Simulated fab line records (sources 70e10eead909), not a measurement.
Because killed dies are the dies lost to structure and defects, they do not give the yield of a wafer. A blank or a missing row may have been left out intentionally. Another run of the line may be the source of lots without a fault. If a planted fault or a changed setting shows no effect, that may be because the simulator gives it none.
Chamber matching | flow nand_harc | NHARC_P_M1_DESCUM_14 on rie_diel-11 has 4 sister chambers
The step chemistry O2, time 3 s. 8 wafers are shown with their chamber, then 12 later ones without.

== WAFERS WITH THEIR CHAMBER ==
wafer  | chamber | drypump_motor_current_A (A) | oes_product_au (a.u.)
L086.2 | 2       | 6.5                         | 0.996
L086.4 | 1       | 5.6                         | 0.996
L087.2 | 3       | 5.3                         | 1.000
L087.3 | 2       | 6.6                         | 1.007
L087.4 | 0       | 5.7                         | 0.992
L089.1 | 0       | 5.7                         | 0.997
L089.3 | 3       | 5.3                         | 0.999
L089.4 | 1       | 5.7                         | 1.006

== WAFERS WITHOUT THEIR CHAMBER ==
wafer  | drypump_motor_current_A (A) | oes_product_au (a.u.)
L090.4 | 5.7                         | 0.992
L090.5 | 5.3                         | 0.995
L090.6 | 5.7                         | 1.001
L094.2 | 5.7                         | 1.004
L094.5 | 5.3                         | 0.997
L094.6 | 6.5                         | 1.012
L095.1 | 5.3                         | 1.008
L095.4 | 5.7                         | 0.999
L095.5 | 5.7                         | 1.009
L093.1 | 6.6                         | 0.991
L093.5 | 5.7                         | 1.003
L093.6 | 5.6                         | 0.989

== EACH ONE'S CHAMBER ==
wafer  | from the rows above     | in truth
L090.4 | can't be placed: 0 or 1 | 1
L090.5 | 3                       | 3
L090.6 | can't be placed: 1 or 0 | 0
L094.2 | can't be placed: 1 or 0 | 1
L094.5 | 3                       | 3
L094.6 | 2                       | 2
L095.1 | 3                       | 3
L095.4 | can't be placed: 0 or 1 | 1
L095.5 | can't be placed: 1 or 0 | 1
L093.1 | 2                       | 2
L093.5 | can't be placed: 1 or 0 | 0
L093.6 | can't be placed: 0 or 1 | 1
Correct placement for 5 of the 12. Can't be placed from these rows: 7 (the true chamber is among the candidates in 7). Wrongly placed: 0.
How it was worked out, from the rows above alone: a wafer's distance from a chamber is the root of the sum, over the readings, of the square of ((its reading less the chamber's mean) divided by the reading's scatter). The wafer belongs to the nearest chamber; if the next one is less than 2 further off, it can't be placed. For every chamber, the mean is computed from those of its wafers that are shown. How the scatter is found: for the shown wafers, subtract from each reading the mean of its chamber, square and add these, divide the total by (wafers less chambers), then take the root.
